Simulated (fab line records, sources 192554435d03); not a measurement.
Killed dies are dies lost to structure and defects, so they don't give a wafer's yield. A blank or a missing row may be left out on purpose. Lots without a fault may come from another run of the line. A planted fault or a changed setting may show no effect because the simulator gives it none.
Split-lot experiment | flow n5_finfet | 7 lots, 21 wafers read, on a route of 1938 steps

THE SPLIT
At N5_BEOL_M5_ETCH_62 (etches SOC in N2/H2, target depth 75 nm, overetch 15 nm, time 112.5 s), the setting source_w was moved away from the recipe's 840 W on 6 of the 21 wafers read, by -11.3% to +16.8%. The other wafers ran this setting at the recipe's value.

The reading is taken at the split's own step.

THE READING
rf_vpp_V, in V, at N5_BEOL_M5_ETCH_62 (etches SOC in N2/H2, target depth 75 nm, overetch 15 nm, time 112.5 s). Fault-free wafers of this fab line usually give 523.7 V, standard deviation 2.5 V.

wafer  | tool, chamber at the split | source_w as run, W | against the recipe | rf_vpp_V, V | against lot-mates on the recipe
L075.2 | rie_diel-01, 0             | 745.3              | -11.3%             | 548.7       | +23.2
L075.3 | rie_diel-01, 3             | 745.3              | -11.3%             | 546.8       | +21.3
L075.6 | rie_diel-01, 3             | 840                | recipe             | 525.5       | -
L079.2 | rie_diel-04, 3             | 840                | recipe             | 524.0       | -
L079.5 | rie_diel-04, 3             | 840                | recipe             | 523.5       | -
L079.6 | rie_diel-04, 0             | 840                | recipe             | 525.5       | -
L078.2 | rie_diel-04, 2             | 981.2              | +16.8%             | 493.7       | -30.8
L078.3 | rie_diel-04, 3             | 840                | recipe             | 524.5       | -
L078.6 | rie_diel-04, 1             | 981.2              | +16.8%             | 497.1       | -27.4
L083.1 | rie_diel-01, 2             | 840                | recipe             | 523.2       | -
L083.4 | rie_diel-01, 1             | 840                | recipe             | 521.0       | -
L083.6 | rie_diel-01, 2             | 840                | recipe             | 522.2       | -
L082.1 | rie_diel-01, 1             | 786.1              | -6.4%              | 532.1       | +13.1
L082.5 | rie_diel-01, 2             | 786.1              | -6.4%              | 534.0       | +15.0
L082.6 | rie_diel-01, 1             | 840                | recipe             | 519.0       | -
L087.1 | rie_diel-01, 2             | 840                | recipe             | 522.4       | -
L087.4 | rie_diel-01, 0             | 840                | recipe             | 528.1       | -
L087.5 | rie_diel-01, 3             | 840                | recipe             | 525.3       | -
L088.2 | rie_diel-04, 0             | 840                | recipe             | 525.3       | -
L088.5 | rie_diel-04, 3             | 840                | recipe             | 524.7       | -
L088.6 | rie_diel-04, 0             | 840                | recipe             | 525.2       | -

THE FIT
A straight line over all 21 wafers: rf_vpp_V changes by -1.79 V for each +1% of source_w; r = -0.98; the points scatter about the line by 2.5 V.
The same after taking each lot's own level away (the mean of its wafers on the recipe; 21 wafers): -1.84 V for each +1%; r = -0.99; scatter 1.6 V.
On that fit, the largest move of source_w shifts the reading by 31 V.
The lots' own levels span 519.00 to 525.50 V, that is 2.6 times the standard deviation above.
So the lot-to-lot level changes the slope little: the two slopes agree.
Check: with one of the wafers moved furthest among these (+16.8%) left out of the fit, the line predicts -30.2 V for it against its lot-mates. It came out at -30.8 V against them.
Tool readings at the split's step, against how far the setting was moved: rf_vpp_V r = -0.98.

OTHER SPLITS ON THESE WAFERS
These wafers also went through other splits before the reading. Each is held against what the fit with the lots' levels taken away leaves over:
other split on the same wafers           | wafers away from the commonest value | r with rf_vpp_V (lot level and that fit taken away)
N5_MOL_CONTACT_COAG_CVD_140 target_thk_a | 8                                    | +0.09
N5_BEOL_M0_SAQP_ILD_DEP_01 time_s        | 8                                    | +0.32
N5_BEOL_M0_SAQP_COAT_08 spin_rpm         | 13                                   | -0.08
N5_BEOL_M1_COAT_05 spin_rpm              | 5                                    | +0.01
N5_BEOL_M1_ETCH_74 bias_w                | 7                                    | -0.28
N5_BEOL_M3_COAT_05 spin_rpm              | 8                                    | +0.12

THE FILE'S OWN FIT
rf_vpp_V changes by -1.84 V for each +1% of source_w, r = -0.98.
